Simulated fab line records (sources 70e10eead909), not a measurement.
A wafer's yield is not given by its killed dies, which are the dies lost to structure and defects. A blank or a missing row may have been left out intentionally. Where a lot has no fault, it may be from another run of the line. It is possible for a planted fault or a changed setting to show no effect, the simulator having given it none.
Struck lot and sound lot, side by side + flow nand_harc + 13 steps out of a route of 1159
Sound: the wafers L837.1, L837.2, L837.4. Struck: wafer L844.3 (left out: L844.2, L844.5 of the same lot, which were not struck); the cause appears at the end.
At each step with rows: each side's tool, then ch and its chambers, then its first start. Under that, the readings that differ: sound wafers + struck wafers + difference of the means + sigmas: that difference in standard deviations of wafers without a fault.
alike: words and numbers the same on both sides, and readings whose means are apart by under 2 such deviations; not compared: readings that were withheld, readings missing a value for some wafer, numbers with overlapping values and no deviation given by the record, and bounds like >300 which may hide the same value.
The two part at a step that has a row with sigmas, a row that says differs or no value, or rows on one side only. Numbers that have no deviation but don't overlap get no sigmas and don't part them. Lack of a reading on every wafer of one side parts them only where that side has two or more wafers.

first, 1 step without rows for these wafers: NHARC_A_STAIRCASE_TRIM_191 (chemistry O2, time 211.2 s).
NHARC_A_STAIRCASE_ETCH_192: etches the open film in C4F8/O2, target depth 100 nm, time 40.5 s.
  sound: rie_diel-01 ch 0,1,3; struck: rie_diel-05 ch 1
| reading                | sound    | struck | difference | sigmas |
|------------------------|----------|--------|------------|--------|
| rf_hours_counter_h (h) | 31 38 38 | 43     | +7         |        |
  alike: oes_product_au, rf_vpp_V, run_length_s
NHARC_A_STAIRCASE_TRIM_193: chemistry O2, time 211.2 s.
  sound: rie_diel-01 ch 1,2,3; struck: rie_diel-05 ch 2
| reading                | sound    | struck | difference | sigmas |
|------------------------|----------|--------|------------|--------|
| rf_hours_counter_h (h) | 39 38 38 | 41     | +3         |        |
  alike: drypump_motor_current_A, oes_product_au, rf_vpp_V, showerhead_plenum_p_Torr, throttle_valve_pct
then, 1 step without rows for these wafers: NHARC_A_STAIRCASE_ETCH_194 (etches the open film in C4F8/O2, target depth 100 nm, time 40.5 s).
NHARC_A_STAIRCASE_TRIM_196: chemistry O2, time 211.2 s.
  sound on rie_diel-05 ch 1,2,3, day 10 11:17; struck on rie_diel-05 ch 0, day 13 05:40
| reading                | sound    | struck | difference | sigmas |
|------------------------|----------|--------|------------|--------|
| rf_hours_counter_h (h) | 20 17 18 | 46     | +28        |        |
  alike: drypump_motor_current_A, oes_product_au, rf_vpp_V, showerhead_plenum_p_Torr, throttle_valve_pct
then, 2 steps without rows for these wafers: NHARC_A_STAIRCASE_ETCH_197 (etches the open film in C4F8/O2, target depth 100 nm, time 40.5 s); NHARC_A_STAIRCASE_TRIM_198 (chemistry O2, time 211.2 s).
NHARC_A_STAIRCASE_ETCH_199: etches the open film in C4F8/O2, target depth 100 nm, time 40.5 s.
  sound: rie_diel-05 ch 1,2,3; struck: rie_diel-05 ch 1
| reading                | sound    | struck | difference | sigmas |
|------------------------|----------|--------|------------|--------|
| rf_hours_counter_h (h) | 19 20 17 | 44     | +25        |        |
  alike: oes_product_au, rf_vpp_V, run_length_s
then, 2 steps without rows for these wafers: NHARC_A_STAIRCASE_TRIM_200 (chemistry O2, time 211.2 s); NHARC_A_STAIRCASE_ETCH_201 (etches the open film in C4F8/O2, target depth 100 nm, time 40.5 s).
NHARC_A_STAIRCASE_TRIM_202: chemistry O2, time 211.2 s.
  sound: rie_diel-05 ch 0,1,3; struck: rie_diel-05 ch 2
| reading                | sound    | struck | difference | sigmas |
|------------------------|----------|--------|------------|--------|
| rf_hours_counter_h (h) | 22 20 17 | 42     | +22        |        |
  alike: drypump_motor_current_A, oes_product_au, rf_vpp_V, showerhead_plenum_p_Torr, throttle_valve_pct
NHARC_A_STAIRCASE_ETCH_203: etches the open film in C4F8/O2, target depth 100 nm, time 40.5 s.
  sound on rie_diel-05 ch 1,2,3, day 10 12:11; struck on rie_diel-05 ch 2, day 13 06:51
| reading                | sound          | struck | difference | sigmas |
|------------------------|----------------|--------|------------|--------|
| rf_hours_counter_h (h) | 20 18 19       | 42     | +23        |        |
| run_length_s (s)       | 61.8 61.4 62.1 | 57.8   | -4.0       | -10    |
  alike: oes_product_au, rf_vpp_V
after that, 1 step had no rows for these wafers: NHARC_END_SORT_01.

== WHERE THEY PART ==
Only at NHARC_A_STAIRCASE_ETCH_203, as far as this record shows.

WHY: what had been put in by the simulator
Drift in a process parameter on rie_diel-05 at NHARC_A_STAIRCASE_ETCH_203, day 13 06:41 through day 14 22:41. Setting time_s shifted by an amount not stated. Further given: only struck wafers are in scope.
